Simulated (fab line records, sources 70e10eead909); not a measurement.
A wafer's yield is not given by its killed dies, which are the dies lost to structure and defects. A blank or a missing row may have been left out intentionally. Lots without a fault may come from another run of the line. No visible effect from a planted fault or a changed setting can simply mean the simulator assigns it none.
Which tool did it? + flow nand-harc + 69 wafers from 23 lots sampled at 6 of the route's 1302 steps

## WHAT THE GAUGES SHOWED, per wafer
No reading from a measuring or inspecting step in the record can be judged against a usual standard deviation.

## WHICH TOOL RAN EACH LOT (tool, then ch and the chambers of the sampled wafers, then the start)
| lot  | NHARC_A_CONTACT_DEP_57        | NHARC_A_CONTACT_DESCUM_74          | NHARC_A_CONTACT_ETCH_77                       | NHARC_A_CONTACT_ETCH_78                       | NHARC_A_CONTACT_ETCH_133             | NHARC_A_CONTACT_ETCH_138             |
|------|-------------------------------|------------------------------------|-----------------------------------------------|-----------------------------------------------|--------------------------------------|--------------------------------------|
| L074 | acl-dep-02 ch 0, day 21 05:50 | rie-diel-12 ch 0,1,3, day 21 09:51 | rie-diel-12 ch 0,1,3, day 21 13:01 or earlier | rie-diel-12 ch 0,2,3, day 21 13:01 or earlier | har-cap-etch-02 ch 0,1, day 21 13:01 | har-cap-etch-03 ch 0,1, day 21 20:28 |
| L075 | acl-dep-03 ch 0, day 21 22:25 | rie-diel-05 ch 0,1,2, day 22 02:01 | rie-diel-05 ch 0,1,3, day 22 06:32 or earlier | rie-diel-05 ch 0,1,2, day 22 06:32 or earlier | har-cap-etch-03 ch 0,1, day 22 06:32 | har-cap-etch-03 ch 0,1, day 22 16:16 |
| L076 | acl-dep-01 ch 0, day 22 06:28 | rie-diel-05 ch 0,3, day 22 10:39   | rie-diel-05 ch 1,2,3, day 22 13:48 or earlier | rie-diel-05 ch 0,1,2, day 22 13:48 or earlier | har-cap-etch-02 ch 0,1, day 22 13:48 | har-cap-etch-02 ch 0,1, day 22 22:34 |
| L077 | acl-dep-03 ch 0, day 22 09:48 | rie-diel-05 ch 0,2,3, day 22 13:26 | rie-diel-05 ch 0,1, day 22 16:38 or earlier   | rie-diel-05 ch 2,3, day 22 16:38 or earlier   | har-cap-etch-01 ch 0,1, day 22 16:38 | har-cap-etch-01 ch 0,1, day 23 01:40 |
| L078 | acl-dep-02 ch 0, day 23 03:32 | rie-diel-05 ch 1,2,3, day 23 07:32 | rie-diel-05 ch 0,1, day 23 10:46 or earlier   | rie-diel-05 ch 0,1,3, day 23 10:46 or earlier | har-cap-etch-02 ch 0,1, day 23 10:46 | har-cap-etch-01 ch 0,1, day 23 17:23 |
| L079 | acl-dep-01 ch 0, day 23 17:14 | rie-diel-05 ch 0,3, day 23 20:50   | rie-diel-05 ch 0,1,2, day 23 23:59 or earlier | rie-diel-05 ch 1,2,3, day 23 23:59 or earlier | har-cap-etch-02 ch 0,1, day 23 23:59 | har-cap-etch-03 ch 0,1, day 24 10:00 |
| L081 | acl-dep-01 ch 0, day 24 19:58 | rie-diel-05 ch 1,2, day 24 23:07   | rie-diel-05 ch 0,1,2, day 25 02:25 or earlier | rie-diel-05 ch 0,1, day 25 02:25 or earlier   | har-cap-etch-01 ch 0,1, day 25 02:25 | har-cap-etch-01 ch 0,1, day 25 09:08 |
| L082 | acl-dep-03 ch 0, day 24 21:33 | rie-diel-05 ch 0,2,3, day 25 01:49 | rie-diel-05 ch 0,3, day 25 05:02 or earlier   | rie-diel-05 ch 1,3, day 25 05:02 or earlier   | har-cap-etch-02 ch 1, day 25 05:02   | har-cap-etch-02 ch 0,1, day 25 11:48 |
| L080 | acl-dep-02 ch 0, day 25 00:51 | rie-diel-05 ch 1,2, day 25 05:04   | rie-diel-05 ch 0,2,3, day 25 08:14 or earlier | rie-diel-05 ch 0,2,3, day 25 08:14 or earlier | har-cap-etch-03 ch 0,1, day 25 08:14 | har-cap-etch-03 ch 0,1, day 25 15:04 |
| L083 | acl-dep-01 ch 0, day 26 00:07 | rie-diel-05 ch 0,2, day 26 03:43   | rie-diel-05 ch 0,3, day 26 06:56 or earlier   | rie-diel-05 ch 0,1,2, day 26 06:56 or earlier | har-cap-etch-03 ch 0,1, day 26 06:56 | har-cap-etch-03 ch 0, day 26 13:38   |
| L085 | acl-dep-02 ch 0, day 26 00:14 | rie-diel-12 ch 1,2,3, day 26 04:21 | rie-diel-12 ch 0,1,3, day 26 07:30 or earlier | rie-diel-12 ch 0,1,3, day 26 07:30 or earlier | har-cap-etch-01 ch 0,1, day 26 07:30 | har-cap-etch-01 ch 0,1, day 26 14:20 |
| L084 | acl-dep-03 ch 0, day 26 17:17 | rie-diel-05 ch 0,2, day 26 20:48   | rie-diel-05 ch 1,2,3, day 27 00:01 or earlier | rie-diel-05 ch 0,2,3, day 27 00:01 or earlier | har-cap-etch-01 ch 0,1, day 27 00:01 | har-cap-etch-03 ch 0, day 27 08:44   |
| L086 | acl-dep-01 ch 0, day 27 02:38 | rie-diel-05 ch 1,2, day 27 05:44   | rie-diel-05 ch 0,1,2, day 27 09:14 or earlier | rie-diel-05 ch 1,2,3, day 27 09:14 or earlier | har-cap-etch-02 ch 0,1, day 27 09:14 | har-cap-etch-01 ch 0,1, day 27 18:23 |
| L087 | acl-dep-01 ch 0, day 27 18:47 | rie-diel-05 ch 1,2,3, day 27 22:49 | rie-diel-05 ch 2,3, day 28 01:57 or earlier   | rie-diel-05 ch 1,3, day 28 01:57 or earlier   | har-cap-etch-02 ch 0,1, day 28 01:57 | har-cap-etch-02 ch 0,1, day 28 09:35 |
| L089 | acl-dep-03 ch 0, day 27 19:43 | rie-diel-06 ch 2,3, day 27 23:50   | rie-diel-06 ch 1,2,3, day 28 03:43 or earlier | rie-diel-06 ch 0,1,3, day 28 03:43 or earlier | har-cap-etch-01 ch 0,1, day 28 03:43 | har-cap-etch-03 ch 1, day 28 11:14   |
| L090 | acl-dep-02 ch 0, day 27 21:59 | rie-diel-06 ch 0,2,3, day 28 02:13 | rie-diel-06 ch 1,2,3, day 28 05:22 or earlier | rie-diel-06 ch 1,2,3, day 28 05:22 or earlier | har-cap-etch-03 ch 0,1, day 28 05:22 | har-cap-etch-02 ch 0,1, day 28 13:26 |
| L088 | acl-dep-01 ch 0, day 28 05:14 | rie-diel-06 ch 2,3, day 28 07:47   | rie-diel-06 ch 0,1, day 28 11:09 or earlier   | rie-diel-06 ch 0,3, day 28 11:09 or earlier   | har-cap-etch-01 ch 0,1, day 28 11:09 | har-cap-etch-03 ch 0,1, day 28 18:40 |
| L091 | acl-dep-02 ch 0, day 28 22:49 | rie-diel-05 ch 0,2, day 29 01:47   | rie-diel-05 ch 0,3, day 29 05:23 or earlier   | rie-diel-05 ch 0,2,3, day 29 05:23 or earlier | har-cap-etch-02 ch 0,1, day 29 05:23 | har-cap-etch-03 ch 0,1, day 29 14:44 |
| L093 | acl-dep-02 ch 0, day 29 12:30 | rie-diel-12 ch 1,2,3, day 29 16:38 | rie-diel-12 ch 0,1,2, day 29 19:46 or earlier | rie-diel-12 ch 1,2,3, day 29 19:46 or earlier | har-cap-etch-01 ch 0,1, day 29 19:46 | har-cap-etch-02 ch 0,1, day 30 02:32 |
| L094 | acl-dep-02 ch 0, day 29 15:41 | rie-diel-05 ch 0,2,3, day 29 19:49 | rie-diel-05 ch 1,2,3, day 29 22:59 or earlier | rie-diel-05 ch 0,1,2, day 29 22:59 or earlier | har-cap-etch-02 ch 0,1, day 29 22:59 | har-cap-etch-03 ch 0,1, day 30 05:47 |
| L092 | acl-dep-01 ch 0, day 29 17:56 | rie-diel-06 ch 0,1,3, day 29 22:05 | rie-diel-06 ch 0,1,2, day 30 01:35 or earlier | rie-diel-06 ch 0,1,2, day 30 01:35 or earlier | har-cap-etch-01 ch 0,1, day 30 01:35 | har-cap-etch-01 ch 0,1, day 30 08:44 |
| L097 | acl-dep-02 ch 0, day 30 17:13 | rie-diel-12 ch 0,2,3, day 30 20:51 | rie-diel-12 ch 1,2,3, day 31 00:05 or earlier | rie-diel-12 ch 0,2,3, day 31 00:05 or earlier | har-cap-etch-03 ch 0,1, day 31 00:05 | har-cap-etch-02 ch 0,1, day 31 10:49 |
| L096 | acl-dep-01 ch 0, day 30 17:14 | rie-diel-05 ch 0,1,3, day 30 21:17 | rie-diel-05 ch 0,1,3, day 31 00:27 or earlier | rie-diel-05 ch 0,1,2, day 31 00:27 or earlier | har-cap-etch-01 ch 0,1, day 31 00:27 | har-cap-etch-03 ch 0,1, day 31 12:32 |
- NHARC_A_CONTACT_DEP_57: deposits aC, target thk 5300 nm.
- NHARC_A_CONTACT_DESCUM_74: chemistry O2, time 3 s.
- NHARC_A_CONTACT_ETCH_77: etches the open film in CF4/CHF3, target depth 108.9 nm, time 54.5 s.
- NHARC_A_CONTACT_ETCH_78: etches the open film in O2/COS, target depth 5300 nm, time 1378 s.
- NHARC_A_CONTACT_ETCH_133: etches the open film in C4F8/O2/Ar, time 374 s, target depth 1610 nm.
- NHARC_A_CONTACT_ETCH_138: etches the open film in C4F8/O2/Ar, time 311 s, target depth 1914 nm.

## WHAT THE TOOLS THEMSELVES READ (means of the sampled wafers that have a number; where no wafer has one, the mark that the record gives instead)
NHARC_A_CONTACT_DEP_57. Usual: throttle-valve-pct reads 35.000 % (standard deviation 0.01).
| lot  | tool       | throttle-valve-pct (%) | flag |
|------|------------|------------------------|------|
| L074 | acl-dep-02 | 34.993                 |      |
| L075 | acl-dep-03 | 34.995                 |      |
| L076 | acl-dep-01 | 35.005                 |      |
| L077 | acl-dep-03 | 35.003                 |      |
| L078 | acl-dep-02 | 35.003                 |      |
| L079 | acl-dep-01 | 34.995                 |      |
| L081 | acl-dep-01 | 35.000                 |      |
| L082 | acl-dep-03 | 35.011                 |      |
| L080 | acl-dep-02 | 34.994                 |      |
| L083 | acl-dep-01 | 34.996                 |      |
| L085 | acl-dep-02 | 34.994                 |      |
| L084 | acl-dep-03 | 34.997                 |      |
| L086 | acl-dep-01 | 35.002                 |      |
| L087 | acl-dep-01 | 34.993                 |      |
| L089 | acl-dep-03 | 35.002                 |      |
| L090 | acl-dep-02 | 34.999                 |      |
| L088 | acl-dep-01 | 35.012                 |      |
| L091 | acl-dep-02 | 35.003                 |      |
| L093 | acl-dep-02 | 34.998                 |      |
| L094 | acl-dep-02 | 35.004                 |      |
| L092 | acl-dep-01 | 35.004                 |      |
| L097 | acl-dep-02 | 35.005                 |      |
| L096 | acl-dep-01 | 35.002                 |      |

NHARC_A_CONTACT_DESCUM_74. Usual: drypump-motor-current-A 5.8 A, standard deviation 0.4; mfc-ar-sccm 0.017 sccm, standard deviation 0.013; oes-product-au 0.999 a.u., standard deviation 0.009; rf-vpp-V 58.1 V, standard deviation 0.91; showerhead-plenum-p-Torr 1.99 Torr, standard deviation 0.078; throttle-valve-pct 11.311 %, standard deviation 0.0086.
| lot  | tool        | drypump-motor-current-A (A) | mfc-ar-sccm (sccm) | oes-product-au (a.u.) | rf-vpp-V (V) | showerhead-plenum-p-Torr (Torr) | throttle-valve-pct (%) | flag |
|------|-------------|-----------------------------|--------------------|-----------------------|--------------|---------------------------------|------------------------|------|
| L074 | rie-diel-12 | 5.8                         | 0.003              | 0.997                 | 58.0         | 2.03                            | 11.313                 |      |
| L075 | rie-diel-05 | 5.9                         | 0.025              | 1.000                 | 58.2         | 2.04                            | 11.311                 |      |
| L076 | rie-diel-05 | 5.6                         | 0.035              | 0.995                 | 57.5         | 2.00                            | 11.311                 |      |
| L077 | rie-diel-05 | 5.7                         | 0.027              | 0.997                 | 58.0         | 2.02                            | 11.316                 |      |
| L078 | rie-diel-05 | 6.1                         | 0.018              | 0.996                 | 58.3         | 2.01                            | 11.320                 |      |
| L079 | rie-diel-05 | 5.7                         | 0.027              | 0.996                 | 57.9         | 1.97                            | 11.319                 |      |
| L081 | rie-diel-05 | 6.0                         | 0.017              | 0.993                 | 58.2         | 2.05                            | 11.316                 |      |
| L082 | rie-diel-05 | 5.6                         | 0.027              | 0.999                 | 57.7         | 2.01                            | 11.320                 |      |
| L080 | rie-diel-05 | 6.0                         | 0.017              | 0.995                 | 58.4         | 2.05                            | 11.306                 |      |
| L083 | rie-diel-05 | 5.6                         | 0.027              | 1.014                 | 58.4         | 2.06                            | 11.315                 |      |
| L085 | rie-diel-12 | 5.9                         | 0.001              | 1.006                 | 57.8         | 1.94                            | 11.316                 |      |
| L084 | rie-diel-05 | 5.5                         | 0.034              | 0.999                 | 58.9         | 2.04                            | 11.309                 |      |
| L086 | rie-diel-05 | 6.3                         | 0.016              | 1.003                 | 58.7         | 2.04                            | 11.305                 |      |
| L087 | rie-diel-05 | 6.1                         | 0.018              | 1.001                 | 58.5         | 2.00                            | 11.326                 |      |
| L089 | rie-diel-06 | 5.6                         | 0.010              | 0.987                 | 57.9         | 1.89                            | 11.317                 |      |
| L090 | rie-diel-06 | 5.5                         | 0.005              | 1.001                 | 57.2         | 1.89                            | 11.316                 |      |
| L088 | rie-diel-06 | 5.3                         | 0.005              | 0.990                 | 57.8         | 1.96                            | 11.308                 |      |
| L091 | rie-diel-05 | 5.6                         | 0.027              | 1.008                 | 58.3         | 2.05                            | 11.314                 |      |
| L093 | rie-diel-12 | 5.9                         | 0.001              | 1.001                 | 56.9         | 1.93                            | 11.316                 |      |
| L094 | rie-diel-05 | 5.7                         | 0.027              | 1.003                 | 57.8         | 2.01                            | 11.317                 |      |
| L092 | rie-diel-06 | 5.7                         | 0.005              | 1.003                 | 57.1         | 1.84                            | 11.304                 |      |
| L097 | rie-diel-12 | 6.0                         | 0.002              | 0.994                 | 59.0         | 1.96                            | 11.313                 |      |
| L096 | rie-diel-05 | 6.0                         | 0.025              | 1.002                 | 58.3         | 1.99                            | 11.311                 |      |

NHARC_A_CONTACT_ETCH_77. Usual: drypump-motor-current-A 5.8 A, standard deviation 0.39; mfc-ar-sccm 0.017 sccm, standard deviation 0.014; oes-product-au 0.936 a.u., standard deviation 0.022; rf-vpp-V 372.3 V, standard deviation 2.2; showerhead-plenum-p-Torr 1.63 Torr, standard deviation 0.061; throttle-valve-pct 16.802 %, standard deviation 0.009.
| lot  | tool        | drypump-motor-current-A (A) | mfc-ar-sccm (sccm) | oes-product-au (a.u.) | rf-vpp-V (V) | showerhead-plenum-p-Torr (Torr) | throttle-valve-pct (%) | flag |
|------|-------------|-----------------------------|--------------------|-----------------------|--------------|---------------------------------|------------------------|------|
| L074 | rie-diel-12 | 5.8                         | 0.003              | 0.974                 | 373.8        | 1.67                            | 16.798                 |      |
| L075 | rie-diel-05 | 6.0                         | 0.025              | 0.916                 | 371.9        | 1.64                            | 16.802                 |      |
| L076 | rie-diel-05 | 6.1                         | 0.018              | 0.929                 | 372.9        | 1.65                            | 16.794                 |      |
| L077 | rie-diel-05 | 5.8                         | 0.033              | 0.922                 | 373.1        | 1.67                            | 16.805                 |      |
| L078 | rie-diel-05 | 6.2                         | 0.023              | 0.964                 | 372.3        | 1.66                            | 16.801                 |      |
| L079 | rie-diel-05 | 5.9                         | 0.025              | 0.970                 | 373.8        | 1.67                            | 16.806                 |      |
| L081 | rie-diel-05 | 5.9                         | 0.025              | 0.917                 | 373.9        | 1.67                            | 16.809                 |      |
| L082 | rie-diel-05 | 5.7                         | 0.027              | 0.914                 | 372.8        | 1.62                            | 16.801                 |      |
| L080 | rie-diel-05 | 5.6                         | 0.027              | 0.974                 | 373.1        | 1.65                            | 16.802                 |      |
| L083 | rie-diel-05 | 5.7                         | 0.027              | 0.980                 | 372.6        | 1.62                            | 16.794                 |      |
| L085 | rie-diel-12 | 5.8                         | 0.003              | 0.928                 | 372.8        | 1.66                            | 16.807                 |      |
| L084 | rie-diel-05 | 6.0                         | 0.018              | 0.933                 | 372.5        | 1.65                            | 16.807                 |      |
| L086 | rie-diel-05 | 5.9                         | 0.025              | 0.931                 | 374.0        | 1.67                            | 16.805                 |      |
| L087 | rie-diel-05 | 5.8                         | 0.020              | 0.927                 | 372.4        | 1.62                            | 16.813                 |      |
| L089 | rie-diel-06 | 5.5                         | 0.005              | 0.917                 | 370.8        | 1.57                            | 16.802                 |      |
| L090 | rie-diel-06 | 5.5                         | 0.005              | 0.926                 | 370.9        | 1.57                            | 16.803                 |      |
| L088 | rie-diel-06 | 5.7                         | 0.000              | 0.921                 | 368.6        | 1.53                            | 16.798                 |      |
| L091 | rie-diel-05 | 5.5                         | 0.035              | 0.926                 | 372.3        | 1.64                            | 16.807                 |      |
| L093 | rie-diel-12 | 6.0                         | 0.003              | 0.919                 | 371.2        | 1.59                            | 16.806                 |      |
| L094 | rie-diel-05 | 6.0                         | 0.018              | 0.925                 | 373.7        | 1.64                            | 16.793                 |      |
| L092 | rie-diel-06 | 5.4                         | 0.000              | 0.930                 | 369.8        | 1.56                            | 16.801                 |      |
| L097 | rie-diel-12 | 5.9                         | 0.001              | 0.928                 | 371.0        | 1.59                            | 16.797                 |      |
| L096 | rie-diel-05 | 6.0                         | 0.025              | 0.926                 | 371.6        | 1.63                            | 16.799                 |      |

NHARC_A_CONTACT_ETCH_78. Usual: drypump-motor-current-A 5.9 A, standard deviation 0.39; mfc-ar-sccm 0.017 sccm, standard deviation 0.013; oes-product-au 0.999 a.u., standard deviation 0.0094; rf-vpp-V 315.7 V, standard deviation 1.8; showerhead-plenum-p-Torr 3.23 Torr, standard deviation 0.12; throttle-valve-pct 28.330 %, standard deviation 0.0088.
| lot  | tool        | drypump-motor-current-A (A) | mfc-ar-sccm (sccm) | oes-product-au (a.u.) | rf-vpp-V (V) | showerhead-plenum-p-Torr (Torr) | throttle-valve-pct (%) | flag |
|------|-------------|-----------------------------|--------------------|-----------------------|--------------|---------------------------------|------------------------|------|
| L074 | rie-diel-12 | 6.0                         | 0.002              | 1.009                 | 315.8        | 3.23                            | 28.324                 |      |
| L075 | rie-diel-05 | 5.9                         | 0.025              | 0.989                 | 316.7        | 3.32                            | 28.327                 |      |
| L076 | rie-diel-05 | 5.9                         | 0.025              | 0.997                 | 317.1        | 3.32                            | 28.336                 |      |
| L077 | rie-diel-05 | 5.8                         | 0.020              | 1.005                 | 315.4        | 3.23                            | 28.327                 |      |
| L078 | rie-diel-05 | 6.0                         | 0.025              | 0.997                 | 316.0        | 3.25                            | 28.329                 |      |
| L079 | rie-diel-05 | 6.1                         | 0.018              | 0.989                 | 316.5        | 3.27                            | 28.326                 |      |
| L081 | rie-diel-05 | 5.8                         | 0.033              | 0.998                 | 316.6        | 3.29                            | 28.329                 |      |
| L082 | rie-diel-05 | 6.1                         | 0.018              | 0.995                 | 315.8        | 3.21                            | 28.315                 |      |
| L080 | rie-diel-05 | 5.7                         | 0.027              | 0.996                 | 315.8        | 3.28                            | 28.335                 |      |
| L083 | rie-diel-05 | 5.9                         | 0.025              | 1.006                 | 316.7        | 3.31                            | 28.345                 |      |
| L085 | rie-diel-12 | 5.8                         | 0.003              | 0.991                 | 316.1        | 3.29                            | 28.334                 |      |
| L084 | rie-diel-05 | 5.7                         | 0.027              | 0.999                 | 317.1        | 3.27                            | 28.335                 |      |
| L086 | rie-diel-05 | 6.0                         | 0.018              | 1.007                 | 315.5        | 3.27                            | 28.326                 |      |
| L087 | rie-diel-05 | 6.1                         | 0.018              | 1.001                 | 315.0        | 3.20                            | 28.329                 |      |
| L089 | rie-diel-06 | 5.7                         | 0.005              | 1.008                 | 313.0        | 3.01                            | 28.325                 |      |
| L090 | rie-diel-06 | 5.5                         | 0.005              | 0.995                 | 313.4        | 3.12                            | 28.329                 |      |
| L088 | rie-diel-06 | 5.8                         | 0.010              | 0.992                 | 313.4        | 2.98                            | 28.337                 |      |
| L091 | rie-diel-05 | 5.7                         | 0.027              | 1.002                 | 315.8        | 3.27                            | 28.325                 |      |
| L093 | rie-diel-12 | 6.0                         | 0.001              | 0.995                 | 314.2        | 3.16                            | 28.330                 |      |
| L094 | rie-diel-05 | 5.9                         | 0.025              | 0.999                 | 316.4        | 3.30                            | 28.325                 |      |
| L092 | rie-diel-06 | 5.4                         | 0.000              | 1.014                 | 313.9        | 3.10                            | 28.327                 |      |
| L097 | rie-diel-12 | 6.0                         | 0.002              | 1.002                 | 315.6        | 3.19                            | 28.333                 |      |
| L096 | rie-diel-05 | 5.9                         | 0.025              | 1.002                 | 316.9        | 3.30                            | 28.329                 |      |

NHARC_A_CONTACT_ETCH_133. Usual: oes-air-line-au reads 1.001 a.u. (standard deviation 0.022).
| lot  | tool            | oes-air-line-au (a.u.) | flag |
|------|-----------------|------------------------|------|
| L074 | har-cap-etch-02 | 1.007                  |      |
| L075 | har-cap-etch-03 | 0.988                  |      |
| L076 | har-cap-etch-02 | 1.004                  |      |
| L077 | har-cap-etch-01 | 0.995                  |      |
| L078 | har-cap-etch-02 | 0.998                  |      |
| L079 | har-cap-etch-02 | 0.957                  |      |
| L081 | har-cap-etch-01 | 0.986                  |      |
| L082 | har-cap-etch-02 | 1.013                  |      |
| L080 | har-cap-etch-03 | 1.020                  |      |
| L083 | har-cap-etch-03 | 1.002                  |      |
| L085 | har-cap-etch-01 | 1.006                  |      |
| L084 | har-cap-etch-01 | 1.005                  |      |
| L086 | har-cap-etch-02 | 0.995                  |      |
| L087 | har-cap-etch-02 | 1.002                  |      |
| L089 | har-cap-etch-01 | 0.982                  |      |
| L090 | har-cap-etch-03 | 1.012                  |      |
| L088 | har-cap-etch-01 | 1.000                  |      |
| L091 | har-cap-etch-02 | 1.006                  |      |
| L093 | har-cap-etch-01 | 1.011                  |      |
| L094 | har-cap-etch-02 | 0.994                  |      |
| L092 | har-cap-etch-01 | 1.008                  |      |
| L097 | har-cap-etch-03 | 1.002                  |      |
| L096 | har-cap-etch-01 | 1.017                  |      |

NHARC_A_CONTACT_ETCH_138. Usual: oes-air-line-au reads 0.999 a.u. (standard deviation 0.02).
| lot  | tool            | oes-air-line-au (a.u.) | flag |
|------|-----------------|------------------------|------|
| L074 | har-cap-etch-03 | 1.005                  |      |
| L075 | har-cap-etch-03 | 0.996                  |      |
| L076 | har-cap-etch-02 | 1.011                  |      |
| L077 | har-cap-etch-01 | 1.012                  |      |
| L078 | har-cap-etch-01 | 0.969                  |      |
| L079 | har-cap-etch-03 | 0.988                  |      |
| L081 | har-cap-etch-01 | 0.987                  |      |
| L082 | har-cap-etch-02 | 1.003                  |      |
| L080 | har-cap-etch-03 | 0.985                  |      |
| L083 | har-cap-etch-03 | 0.999                  |      |
| L085 | har-cap-etch-01 | 1.001                  |      |
| L084 | har-cap-etch-03 | 1.023                  |      |
| L086 | har-cap-etch-01 | 1.001                  |      |
| L087 | har-cap-etch-02 | 0.984                  |      |
| L089 | har-cap-etch-03 | 1.001                  |      |
| L090 | har-cap-etch-02 | 0.995                  |      |
| L088 | har-cap-etch-03 | 0.993                  |      |
| L091 | har-cap-etch-03 | 1.012                  |      |
| L093 | har-cap-etch-02 | 1.016                  |      |
| L094 | har-cap-etch-03 | 1.006                  |      |
| L092 | har-cap-etch-01 | 1.019                  |      |
| L097 | har-cap-etch-02 | 0.978                  |      |
| L096 | har-cap-etch-03 | 0.992                  |      |

## THE ANSWER, worked out from the rows above alone
Rule: a lot is off if the mean of its wafers that have a number lies more than 3 standard deviations from the usual mean. Also off: a lot with no number at a reading for which 4 or more lots have one. All remaining lots with rows at the step are treated as sound. The gauges are gone through in route order, then the tools' own readings, and for those a lot's mean is taken as printed above. The first step at which some lot is off is used, and at that step the reading that is off furthest; a lot without a number counts as furthest.
Nothing can be told from this: no lot is off at any reading shown.

## WHAT THE SIMULATOR HAD INSERTED
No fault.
